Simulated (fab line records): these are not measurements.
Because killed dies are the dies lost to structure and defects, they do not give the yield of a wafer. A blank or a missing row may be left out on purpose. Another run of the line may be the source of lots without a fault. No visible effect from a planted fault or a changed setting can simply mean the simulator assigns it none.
Struck lot and sound lot, side by side -- flow nand_harc -- 15 out of 1302 route steps
Sound: these wafers, L706.2, L706.3, L706.6. Wafers struck: L718.4, L718.5, L718.6. Last of all comes the cause.
Each step with rows lists, per side, the tool, then ch with its chambers, then its first start. Under that, the readings that differ: sound wafers -- struck wafers -- difference of the means -- sigmas: that difference in standard deviations of wafers without a fault.
alike: a reading whose means differ by less than 2 such deviations, as well as words and numbers matching on both sides. not compared: withheld readings; readings where some wafer has no value; bounds like >300 that might hide an equal value; numbers whose values overlap and for which the record gives no deviation.
A row with sigmas, a row that says differs or no value, or rows on one side alone: a step with any of these is where the two part. Numbers that don't overlap but have no deviation are shown without sigmas and don't part them. A reading that every wafer of one side lacks parts them only if that side has two wafers or more.

NHARC_P_M0_INSPECT_27:
  sound: defect_inspect-02 at day 6 18:58; struck: defect_inspect-02 at day 11 11:01
  alike: raw_defect_count
NHARC_P_M0_PRE_CLEAN_31: time 12 s.
  sound on pecvd-04 ch 0,1, day 6 19:01; struck on pecvd-01 ch 0,1,2, day 11 11:07
  alike: heater_power_w
NHARC_P_M0_DEP_32: deposits SiCN, target thk 30 nm.
  sound on pecvd-04 ch 0,1, day 6 19:06; struck on pecvd-01 ch 0,1,2, day 11 11:17
  alike: heater_power_w
then, 9 steps without rows for these wafers: NHARC_P_M1_DEP_00 (deposits SiOC, target thk 182.5 nm); NHARC_P_M1_DEHYDRATE_01 (time 120 s); NHARC_P_M1_HMDS_02 (time 30 s); NHARC_P_M1_COAT_34 (time 65 s); NHARC_P_M1_COAT_03 (resist thk 90 nm); NHARC_P_M1_SOFTBAKE_04 (time 55 s); NHARC_P_M1_EBR_05; NHARC_P_M1_EXPOSE_06 (exposes mask P M1, target cd 130 nm); NHARC_P_M1_PEB_07 (peb time 65 s).
NHARC_P_M1_DEVELOP_08: develop time 35 s.
  sound on litho_track-01 ch 0, day 6 20:00; struck on litho_track-06 ch 0, day 11 12:00
reading,sound,struck,difference,sigmas
developer_temp_C (C),23.30 23.23 23.26,23.93 23.95 24.07,+0.72,+7
NHARC_P_M1_CD_MEAS_09: target cd 130 nm.
  sound on cd_sem-02 ch 0, day 6 20:20; struck on cd_sem-01 ch 0, day 11 12:17
  alike: cd_nm
-- break in the record here, with 18 days between the starts of the struck wafers on either side (left off in module P_M1, picked up again in module END, where the first step shown is number 1302 on the route) --
NHARC_END_SORT_01:
  sound on prober-01 ch 0, day 25 10:46; struck on prober-02 ch 0, day 29 13:39
reading,sound,struck,difference,sigmas
defect_limited_yield (%),96.9 95.1 95.3,89.5 87.1 91.9,-6.3,-2
killed_at_array,21 27 31,69 82 52,+41,+2
killed_dies,21 33 32,71 87 55,+42,+2
  alike: killed_at_other, killed_at_periphery, killed_open, killed_short

WHERE THEY PART
At NHARC_P_M1_DEVELOP_08 first; at NHARC_END_SORT_01 last (within this record only).

WHY: the cause the simulator had injected
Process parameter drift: litho_track-06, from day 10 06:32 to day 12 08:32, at NHARC_P_M1_DEVELOP_08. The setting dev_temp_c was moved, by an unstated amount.
